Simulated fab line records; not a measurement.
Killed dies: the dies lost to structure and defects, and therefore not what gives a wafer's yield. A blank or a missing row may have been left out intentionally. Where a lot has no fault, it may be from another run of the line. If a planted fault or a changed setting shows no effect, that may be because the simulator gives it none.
Code-filled problem report in 8D (eight disciplines) form + flow nand harc + the parts of the form that need people (team, actions taken, sign-off) are left out

1. THE PROBLEM
Wafers without a fault read 1001 nm, standard deviation 10; thk nm at NHARC_A_ONON_D1_THK_MEAS_21 reads a mean of 1068 nm on 6 wafers belonging to 2 lots. Measured from the usual mean, that is +6.7 standard deviations.
The step: measures by ellipsometry.
Earliest sighting: wafer L421.2 on film metro-02 at day 13 01:39. Wafers with a number at this step in the record: 39, from 13 lots. By rule, "out" or "out of limits" means more than 4 standard deviations away from the usual mean. The other wafers with a number count as sound.

2. WHAT IT IS; WHAT IT IS NOT
| question                    | is                           | is not                                                           |
|-----------------------------|------------------------------|------------------------------------------------------------------|
| which readings at this step | thk nm                       | -                                                                |
| which lots                  | L421, L423                   | L402, L403, L404, L406, L407, L408, L409, L412, L414, L418, L419 |
| which wafers of those lots  | all that have a number       | -                                                                |
| read on which gauges        | film metro-01, film metro-02 | -                                                                |
| when                        | from day 13 01:39            | up to then (33 sound wafers)                                     |

3. SUSPECTS, AND WHAT RULES EACH OUT
Counting: a tool at a process step up to the reading stays a suspect if it ran every lot that is out and no sound lot after the first of them.
- ruled out: the gauge at NHARC_A_ONON_D1_THK_MEAS_21. Those wafers that are out were read across 2 gauges (film metro-01, film metro-02).
- rie diel-02 at NHARC_P_BONDPAD_ACTIVATE_29 (chemistry N2, time 60 s): kept. It ran every lot that is out, first L421 (day 11 12:34), and no sound lot after that; its last sound lot up to then is L419 (day 10 22:02).
- rtp anneal-01 at NHARC_A_ZERO_WELL_RTA_16 (time 10 s): kept. It ran every lot that is out, first L421 (day 11 15:07), and no sound lot after that; its last sound lot up to then is L418 (day 10 23:37).
- pecvd onon-04 at NHARC_A_ONON_D1_DEP_19 (target thk 1000 nm): kept. It ran every lot that is out, first L421 (day 13 01:12), and no sound lot after that; its last sound lot up to then is L419 (day 12 10:30).
Left after counting: rie diel-02 at NHARC_P_BONDPAD_ACTIVATE_29, rtp anneal-01 at NHARC_A_ZERO_WELL_RTA_16, pecvd onon-04 at NHARC_A_ONON_D1_DEP_19.

4. THE CAUSE (what the simulator had put in)
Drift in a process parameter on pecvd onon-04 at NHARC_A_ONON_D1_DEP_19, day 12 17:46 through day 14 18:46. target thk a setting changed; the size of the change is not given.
After counting, 3 suspects remain, this tool included.

5. THE CHAIN OF EFFECTS, in route order
Each row: a reading where the mean over the struck wafers with a number is more than 3 standard deviations away from the usual. Only readings whose record carries a usual standard deviation are examined. hours: median over the lots of the time between each lot's start at the first step of this table that gives one and its start at this step. sigmas: the change, counted in usual standard deviations.
| hours | step                        | reading         | usual   | on struck wafers | change | sigmas |
|-------|-----------------------------|-----------------|---------|------------------|--------|--------|
| 0     | NHARC_A_ONON_D1_THK_MEAS_21 | thk nm          | 1001 nm | 1068             | +67    | +6.7   |
| 269   | NHARC_END_SORT_01           | killed at array | 26      | 673              | +647   | +59    |
| 269   | NHARC_END_SORT_01           | killed dies     | 30      | 677              | +647   | +59    |

6. WHAT WOULD HAVE CAUGHT IT SOONER
In this record the first reading out of limits at a measuring or inspecting step was taken at day 13 01:39, 8 hours after the fault began at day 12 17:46.
L423, from the lots that are out (2), started NHARC_A_ONON_D1_DEP_19 on pecvd onon-04 later than day 13 01:39. It would have been spared by a hold on the tool at that moment.
